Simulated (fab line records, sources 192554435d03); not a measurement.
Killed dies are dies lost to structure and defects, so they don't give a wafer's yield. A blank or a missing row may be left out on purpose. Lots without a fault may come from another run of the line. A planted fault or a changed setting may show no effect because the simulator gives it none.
Chamber matching | flow n5_finfet | N5_MOL_CONTACT_COAG_ETCH_65 on rie_diel-03: 4 sister chambers
The step etches underlayer in N2/H2, target depth 13 nm, time 10.4 s. 8 wafers are shown with their chamber, then 11 later ones without.

WAFERS WITH THEIR CHAMBER
wafer  | chamber | drypump_motor_current_A (A) | throttle_valve_pct (%)
L079.2 | 0       | 5.7                         | 17.86
L083.5 | 2       | 5.7                         | 18.16
L084.4 | 3       | 6.4                         | 17.53
L084.5 | 1       | 5.4                         | 18.00
L089.1 | 3       | 6.5                         | 17.52
L089.2 | 2       | 5.6                         | 18.19
L089.4 | 1       | 5.5                         | 17.98
L091.1 | 0       | 5.7                         | 17.54

WAFERS WITHOUT THEIR CHAMBER
wafer  | drypump_motor_current_A (A) | throttle_valve_pct (%)
L091.2 | 6.4                         | 17.56
L091.4 | 5.6                         | 18.19
L094.3 | 5.4                         | 18.03
L094.4 | 5.7                         | 18.22
L094.5 | 5.5                         | 18.02
L097.1 | 5.7                         | 18.22
L097.2 | 5.7                         | 17.56
L097.3 | 5.4                         | 18.05
L097.4 | 6.5                         | 17.57
L097.5 | 5.4                         | 18.02
L097.6 | 5.7                         | 18.21

WHICH CHAMBER EACH WENT THROUGH
wafer  | from the rows above     | in truth
L091.2 | 3                       | 3
L091.4 | 2                       | 2
L094.3 | 1                       | 1
L094.4 | 2                       | 2
L094.5 | can't be placed: 1 or 2 | 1
L097.1 | 2                       | 2
L097.2 | 0                       | 0
L097.3 | 1                       | 1
L097.4 | 3                       | 3
L097.5 | 1                       | 1
L097.6 | 2                       | 2
Placed correctly: 10 of 11. Can't be placed from these rows: 1 (the true chamber is among the candidates in 1). Placed wrongly: 0.
How it was worked out, from the rows above alone: a wafer's distance from a chamber is the root of the sum, over the readings, of the square of ((its reading less the chamber's mean) divided by the reading's scatter). The wafer belongs to the nearest chamber; if the next one is less than 2 further off, it can't be placed. A chamber's mean is the mean of its shown wafers. The scatter: the root of (the sum of the squares of (reading less its chamber's mean) over the shown wafers, divided by (wafers less chambers)).
